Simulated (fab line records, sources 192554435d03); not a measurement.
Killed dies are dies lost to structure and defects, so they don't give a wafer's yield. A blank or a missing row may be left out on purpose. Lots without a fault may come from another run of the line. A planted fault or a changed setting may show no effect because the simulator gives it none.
Which tool did it? | flow n5_finfet | 11 lots, 33 wafers sampled, at 1 step of a route of 1938

WHAT THE GAUGES READ, wafer by wafer
N5_BEOL_M6_OVL_MEAS_29.
lot  | measured     | on         | V5_OVL (nm)
L075 | day 9 01:22  | overlay-01 | 0.0 0.4 -0.2
L076 | day 9 17:34  | overlay-02 | 2.0 -0.1 1.2
L079 | day 10 00:16 | overlay-02 | 0.7 0.8 0.3
L081 | day 10 10:52 | overlay-01 | 0.7 -0.9 -0.9
L086 | day 11 20:34 | overlay-01 | 0.9 1.1 0.0
L085 | day 12 03:35 | overlay-01 | -0.9 0.0 -1.6
L087 | day 12 06:34 | overlay-02 | -0.3 0.0 -0.7
L090 | day 12 20:08 | overlay-02 | 1.4 0.8 -0.3
L091 | day 13 10:20 | overlay-01 | -0.4 0.1 1.1
L093 | day 13 19:41 | overlay-02 | -0.2 0.1 0.1
L095 | day 14 07:10 | overlay-02 | -0.9 -0.6 -0.4

WHICH TOOL RAN EACH LOT (tool, then ch and the chambers of the sampled wafers, then the start)
The record holds no process step before these readings.

THE ANSWER, worked out from the rows above alone
Rule: what is usual is taken from the lots themselves. Put in order of their means at a reading, lots are off if they are a third of the lots or fewer, leave a main group of 4 or more, and stand apart from it by a gap of 3 or more times the standard deviation of the main group's means; of several such gaps the widest counts. A main group whose means are all the same, to the digits that the tables above print for the reading, isn't used. A lot without any number at a reading at which 4 lots or more have one is off too. The other lots that the step has rows for count as sound.
No lot is off at any reading shown: from this, nothing can be told.

WHAT THE SIMULATOR HAD PUT IN
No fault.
